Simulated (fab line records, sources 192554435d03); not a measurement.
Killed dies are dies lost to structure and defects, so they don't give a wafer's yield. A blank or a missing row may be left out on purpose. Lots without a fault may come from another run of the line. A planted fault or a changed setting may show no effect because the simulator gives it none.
Split-lot experiment | flow n5_finfet | 7 lots, 21 wafers read, on a route of 1938 steps

THE SPLIT
At N5_HKMG_FIN_ETCH_32 (etches SOC in N2/H2, target depth 240 nm, time 300 s), the setting source_w was moved away from the recipe's 840 W on 9 of the 21 wafers read, by -10.1% to +10.9%. The other wafers ran this setting at the recipe's value.

The reading is taken at the split's own step.

THE READING
rf_vpp_V, in V, at N5_HKMG_FIN_ETCH_32 (etches SOC in N2/H2, target depth 240 nm, time 300 s). Fault-free wafers of this fab line usually give 524.0 V, standard deviation 2.7 V.

wafer  | tool, chamber at the split | source_w as run, W | against the recipe | rf_vpp_V, V | against lot-mates on the recipe
L076.1 | rie_diel-01, 1             | 914.9              | +8.9%              | 505.6       | -14.8
L076.2 | rie_diel-01, 0             | 914.9              | +8.9%              | 512.4       | -8.0
L076.5 | rie_diel-01, 1             | 840                | recipe             | 520.4       | -
L080.3 | rie_diel-01, 2             | 931.2              | +10.9%             | 507.6       | -13.0
L080.5 | rie_diel-01, 0             | 931.2              | +10.9%             | 508.8       | -11.8
L080.6 | rie_diel-01, 1             | 840                | recipe             | 520.6       | -
L088.2 | rie_diel-03, 3             | 840                | recipe             | 528.3       | -
L088.5 | rie_diel-03, 1             | 840                | recipe             | 524.0       | -
L088.6 | rie_diel-03, 2             | 840                | recipe             | 527.7       | -
L089.2 | rie_diel-03, 1             | 840                | recipe             | 526.2       | -
L089.5 | rie_diel-03, 1             | 840                | recipe             | 526.2       | -
L089.6 | rie_diel-03, 2             | 840                | recipe             | 528.0       | -
L092.1 | rie_diel-01, 1             | 840                | recipe             | 521.0       | -
L092.3 | rie_diel-01, 0             | 786.3              | -6.4%              | 537.9       | +16.9
L092.4 | rie_diel-01, 2             | 786.3              | -6.4%              | 533.9       | +12.9
L095.1 | rie_diel-01, 0             | 840                | recipe             | 524.7       | -
L095.4 | rie_diel-01, 2             | 793.7              | -5.5%              | 534.1       | +9.4
L095.6 | rie_diel-01, 1             | 793.7              | -5.5%              | 530.3       | +5.6
L097.2 | rie_diel-03, 2             | 755.1              | -10.1%             | 547.0       | +20.1
L097.3 | rie_diel-03, 1             | 840                | recipe             | 526.6       | -
L097.6 | rie_diel-03, 2             | 840                | recipe             | 527.1       | -

THE FIT
A straight line over all 21 wafers: rf_vpp_V changes by -1.71 V for each +1% of source_w; r = -0.96; the points scatter about the line by 3 V.
The same after taking each lot's own level away (the mean of its wafers on the recipe; 21 wafers): -1.5 V for each +1%; r = -0.95; scatter 2.7 V.
On that fit, the largest move of source_w shifts the reading by 16 V.
The lots' own levels span 520.40 to 526.85 V, that is 2.4 times the standard deviation above.
So the lot-to-lot level changes the slope: the two fits differ.
Check: with one of the wafers moved furthest among these (+10.9%) left out of the fit, the line predicts -15.6 V for it against its lot-mates. It came out at -13 V against them.
Tool readings at the split's step, against how far the setting was moved: rf_vpp_V r = -0.96.

OTHER SPLITS ON THESE WAFERS
These wafers also went through other splits before the reading. Each is held against what the fit with the lots' levels taken away leaves over:
other split on the same wafers | wafers away from the commonest value | r with rf_vpp_V (lot level and that fit taken away)
N5_SD_EPI_P_PEB_07 peb_time_s  | 12                                   | +0.25
N5_HKMG_FIN_EXPOSE_09 dose_mj  | 7                                    | -0.04

THE WHOLE CHAIN: every reading that the file lists as answering this split, in the file's order
step                | what it does                                         | reading                                                                    | change (the file's fit)              | r (the file's)
N5_HKMG_FIN_ETCH_32 | etches SOC in N2/H2, target depth 240 nm, time 300 s | rf_vpp_V                                                                   | -1.56 V for each +1% of the setting  | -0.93
N5_HKMG_FIN_ETCH_32 | etches SOC in N2/H2, target depth 240 nm, time 300 s | etch.depth_nm (the simulator's own value, which no gauge read)             | +1.88 nm for each +1% of the setting | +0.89
N5_HKMG_FIN_ETCH_32 | etches SOC in N2/H2, target depth 240 nm, time 300 s | HKMG_FIN.feature_depth_nm (the simulator's own value, which no gauge read) | +1.88 nm for each +1% of the setting | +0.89

THE FILE'S OWN FIT
rf_vpp_V changes by -1.56 V for each +1% of source_w, r = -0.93.
